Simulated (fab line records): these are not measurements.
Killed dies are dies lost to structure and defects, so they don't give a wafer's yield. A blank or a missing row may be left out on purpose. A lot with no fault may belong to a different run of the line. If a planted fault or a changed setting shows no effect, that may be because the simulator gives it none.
A struck lot beside a sound one + flow nandHarc + 32 out of 1302 route steps
Sound: these wafers, L429.1, L429.4, L429.5. Wafers struck: L437.1, L437.2, L437.4. At the end, the cause is stated.
At each step with rows: each side's tool, then ch and its chambers, then its first start. Under that, the readings that differ: sound wafers + struck wafers + difference of the means + sigmas: that difference in standard deviations of wafers without a fault.
alike: readings with means less than 2 such deviations apart, plus words and numbers identical on both sides. not compared: withheld readings, readings lacking a value on some wafer, bounds such as >300 that could conceal the same value, and numbers that have no deviation in the record and whose values overlap.
A row with sigmas, a row that says differs or no value, or rows on one side alone: a step with any of these is where the two part. Numbers that have no deviation but don't overlap get no sigmas and don't part them. Lack of a reading on every wafer of one side parts them only where that side has two or more wafers.

first, 9 steps without rows for these wafers: NHARC_A_CHANNEL_HOLE_D1_DEP_00 (deposits aC, target thk 3100 nm); NHARC_A_CHANNEL_HOLE_D1_DEP_01 (deposits SiON, target thk 140 nm); NHARC_A_CHANNEL_HOLE_D1_DEHYDRATE_02 (time 120 s); NHARC_A_CHANNEL_HOLE_D1_HMDS_03 (time 30 s); NHARC_A_CHANNEL_HOLE_D1_COAT_36 (time 75 s); NHARC_A_CHANNEL_HOLE_D1_COAT_37 (time 65 s); NHARC_A_CHANNEL_HOLE_D1_COAT_04 (resist thk 90 nm); NHARC_A_CHANNEL_HOLE_D1_SOFTBAKE_05 (time 55 s); NHARC_A_CHANNEL_HOLE_D1_EBR_06.
NHARC_A_CHANNEL_HOLE_D1_EXPOSE_07: exposes mask HOLE D1, target cd 100 nm.
  sound on arfiScanner-03 ch 0, day 13 04:55; struck on arfiScanner-03 ch 0, day 16 16:11
| reading           | sound             | struck            | difference | sigmas |
|-------------------|-------------------|-------------------|------------|--------|
| exposureDoseMJCm2 | 59.57 59.54 59.55 | 61.20 61.16 61.23 | +1.64      | +29    |
  alike: mask, reticleTempC
then, 2 steps without rows for these wafers: NHARC_A_CHANNEL_HOLE_D1_PEB_08 (peb time 65 s); NHARC_A_CHANNEL_HOLE_D1_DEVELOP_09 (develop time 35 s).
NHARC_A_CHANNEL_HOLE_D1_CD_MEAS_10 targets a cd of 100 nm.
  sound on cdSem-03 ch 0, day 13 05:03; struck on cdSem-03 ch 0, day 16 16:20
| reading   | sound            | struck            | difference | sigmas |
|-----------|------------------|-------------------|------------|--------|
| cdNm (nm) | 99.7 100.5 100.1 | 101.1 101.1 101.5 | +1.1       | +3     |
NHARC_A_CHANNEL_HOLE_D1_DESCUM_15: chemistry O2, time 3 s.
  sound on rieDiel-12 ch 0,2, day 13 05:14; struck on rieDiel-10 ch 0,2, day 16 16:31
| reading                           | sound             | struck            | difference | sigmas |
|-----------------------------------|-------------------|-------------------|------------|--------|
| model.A_CHANNEL_HOLE_D1.cdNm (nm) | 99.66 100.2 100.2 | 100.9 101.3 101.2 | +1.1       |        |
  alike: drypumpMotorCurrentA, oesProductAu, rfVppV, showerheadPlenumPTorr, throttleValvePct
  not compared: rfHoursCounterH
then, 16 steps without rows for these wafers: NHARC_A_CHANNEL_HOLE_D1_ETCH_38 (etches the open film in CF4, target depth 39 nm, time 65 s); NHARC_A_CHANNEL_HOLE_D1_ETCH_39 (etches the open film in N2/H2, target depth 260 nm, time 325 s); NHARC_A_CHANNEL_HOLE_D1_ETCH_34 (etches the open film in CF4/CHF3, target depth 154 nm, time 77 s); NHARC_A_CHANNEL_HOLE_D1_ETCH_16 (etches the open film in O2/COS, target depth 3100 nm, time 806 s); NHARC_A_CHANNEL_HOLE_D1_ETCH_19 (etches the open film in C4F8/O2/Ar, time 34.5 s); NHARC_A_CHANNEL_HOLE_D1_ETCH_20 (etches the open film in C4F8/O2/Ar, time 361.9 s, target depth 1600 nm); NHARC_A_CHANNEL_HOLE_D1_ETCH_21 (etches the open film in C4F8/O2/Ar, time 514.3 s, target depth 1600 nm); NHARC_A_CHANNEL_HOLE_D1_ETCH_22 (etches the open film in C4F8/O2/Ar, time 666.7 s, target depth 1600 nm); NHARC_A_CHANNEL_HOLE_D1_ETCH_23 (etches the open film in C4F8/O2/Ar, time 819 s, target depth 1600 nm); NHARC_A_CHANNEL_HOLE_D1_ETCH_24 (etches the open film in C4F8/O2/Ar, time 906.2 s, target depth 1500 nm); NHARC_A_CHANNEL_HOLE_D1_ETCH_25 (etches the open film in C4F8/O2/Ar, time 1040.2 s, target depth 1500 nm); NHARC_A_CHANNEL_HOLE_D1_ETCH_26 (etches the open film in C4F8/O2/Ar, time 224.1 s, target depth 300 nm); NHARC_A_CHANNEL_HOLE_D1_ETCH_33 (etches the open film in C4F8/O2/Ar, time 90 s, target depth 400 nm); NHARC_A_CHANNEL_HOLE_D1_STRIP_41 (strips in N2/H2); NHARC_A_CHANNEL_HOLE_D1_STRIP_42 (strips in CF4/CHF3); NHARC_A_CHANNEL_HOLE_D1_STRIP_43 (strips in O2/COS).
NHARC_A_CHANNEL_HOLE_D1_ETCH_44: etches the open film in CF4/O2, target depth 140 nm, overetch 14 nm, time 77 s.
  sound on rieDiel-12 ch 1,2, day 13 13:23; struck on rieDiel-04 ch 0,2,3, day 17 01:41
| reading                           | sound             | struck            | difference | sigmas |
|-----------------------------------|-------------------|-------------------|------------|--------|
| model.A_CHANNEL_HOLE_D1.cdNm (nm) | 88.53 88.97 89.28 | 92.34 90.76 91.59 | +2.64      |        |
  alike: drypumpMotorCurrentA, oes_f_703_au, oesProductAu, rfFwdPowerW, rfVppV, showerheadPlenumPTorr, throttleValvePct
  not compared: rfHoursCounterH
then, 1 step without rows for these wafers: NHARC_A_CHANNEL_HOLE_D1_STRIP_27 (strips in O2).

== WHERE THEY PART ==
Last at NHARC_A_CHANNEL_HOLE_D1_CD_MEAS_10 as far as this record goes, first at NHARC_A_CHANNEL_HOLE_D1_EXPOSE_07. Later steps at which nothing parts them and some readings are alike: NHARC_A_CHANNEL_HOLE_D1_DESCUM_15, NHARC_A_CHANNEL_HOLE_D1_ETCH_44.

WHY: whatever the simulator had introduced
Process parameters drifting: arfiScanner-03 at NHARC_A_CHANNEL_HOLE_D1_EXPOSE_07, beginning at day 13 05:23. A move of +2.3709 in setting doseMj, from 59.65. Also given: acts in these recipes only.
